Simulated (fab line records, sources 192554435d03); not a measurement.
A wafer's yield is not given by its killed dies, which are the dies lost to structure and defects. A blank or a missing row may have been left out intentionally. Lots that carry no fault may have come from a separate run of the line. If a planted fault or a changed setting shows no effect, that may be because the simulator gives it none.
Split-lot trial + flow n5-finfet + 21 wafers read from 7 lots, route of 1938 steps

== ABOUT THE SPLIT ==
At N5_FIN_CUT_COAT_18 (time 60 s, resist thk 230 nm), the setting spin-rpm was moved away from the recipe's 1500 rpm on 7 of the 21 wafers read, by -9.5% to +7.8%. The other wafers ran this setting at the recipe's value.

The reading comes from the split's own step.

== THE READING ==
SOC_of_FIN_CUT_COAT_18.thk-nm (the simulator's own value, which no gauge read), in nm, at N5_FIN_CUT_COAT_18 (time 60 s, resist thk 230 nm). No usual value for it is given in the file. Average 230.0 nm, standard deviation 0.57 nm, over the 14 wafers here run with the recipe.

| wafer  | tool, chamber at the split | spin-rpm as run, rpm | against the recipe | SOC_of_FIN_CUT_COAT_18.thk-nm, nm | against lot-mates on the recipe |
|--------|----------------------------|----------------------|--------------------|-----------------------------------|---------------------------------|
| L076.2 | litho-track-01, 0          | 1500                 | recipe             | 229.8                             | -                               |
| L076.4 | litho-track-01, 0          | 1500                 | recipe             | 229.4                             | -                               |
| L076.6 | litho-track-01, 0          | 1357                 | -9.5%              | 241.6                             | +12.0                           |
| L077.2 | litho-track-02, 0          | 1617                 | +7.8%              | 221.6                             | -8.9                            |
| L077.3 | litho-track-02, 0          | 1500                 | recipe             | 230.2                             | -                               |
| L077.5 | litho-track-02, 0          | 1500                 | recipe             | 230.8                             | -                               |
| L078.1 | litho-track-04, 0          | 1569                 | +4.6%              | 224.6                             | -4.4                            |
| L078.3 | litho-track-04, 0          | 1569                 | +4.6%              | 225.2                             | -3.8                            |
| L078.5 | litho-track-04, 0          | 1500                 | recipe             | 229                               | -                               |
| L079.3 | litho-track-01, 0          | 1500                 | recipe             | 230.8                             | -                               |
| L079.4 | litho-track-01, 0          | 1500                 | recipe             | 230                               | -                               |
| L079.6 | litho-track-01, 0          | 1500                 | recipe             | 230                               | -                               |
| L083.2 | litho-track-04, 0          | 1595                 | +6.3%              | 223.2                             | -7.2                            |
| L083.3 | litho-track-04, 0          | 1500                 | recipe             | 230.4                             | -                               |
| L083.6 | litho-track-04, 0          | 1595                 | +6.3%              | 223.6                             | -6.8                            |
| L093.2 | litho-track-04, 0          | 1500                 | recipe             | 230.6                             | -                               |
| L093.6 | litho-track-04, 0          | 1500                 | recipe             | 230.6                             | -                               |
| L093.4 | litho-track-04, 0          | 1428                 | -4.8%              | 236                               | +5.4                            |
| L096.2 | litho-track-04, 0          | 1500                 | recipe             | 229.4                             | -                               |
| L096.3 | litho-track-04, 0          | 1500                 | recipe             | 229.2                             | -                               |
| L096.6 | litho-track-04, 0          | 1500                 | recipe             | 230                               | -                               |

THE FIT
A straight line over all 21 wafers: SOC_of_FIN_CUT_COAT_18.thk-nm changes by -1.14 nm for each +1% of spin-rpm; r = -0.99; the points scatter about the line by 0.57 nm.
The same after taking each lot's own level away (the mean of its wafers on the recipe; 21 wafers): -1.14 nm for each +1%; r = -0.99; scatter 0.49 nm.
The reading moves by 11 nm for the largest change in spin-rpm, on that fit.
The lots' own levels span 229.00 to 230.60 nm, that is 2.8 times the standard deviation above.
The two slopes agree, so the slope changes little with the lot-to-lot level.
Check: with one of the wafers moved furthest among these (-9.5%) left out of the fit, the line predicts +10.4 nm for it against its lot-mates. Against them it came out at +12 nm.

== THESE WAFERS: OTHER SPLITS ==
Note: prior to the reading, these wafers also went through further splits. Each is held against what the fit with the lots' levels taken away leaves over:
| other split on the same wafers | wafers away from the commonest value | r with SOC_of_FIN_CUT_COAT_18.thk-nm (lot level and that fit taken away) |
|--------------------------------|--------------------------------------|--------------------------------------------------------------------------|
| N5_WELL_APT_COAT_02 spin-rpm   | 5                                    | -0.07                                                                    |
| N5_FIN_SAQP_HM_DEP_03 time-s   | 12                                   | -0.22                                                                    |
| N5_FIN_SAQP_PECVD_06 time-s    | 2                                    | +0.04                                                                    |

== THE FILE'S OWN FIT ==
SOC_of_FIN_CUT_COAT_18.thk-nm changes by -1.16 nm for each +1% of spin-rpm, r = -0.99.
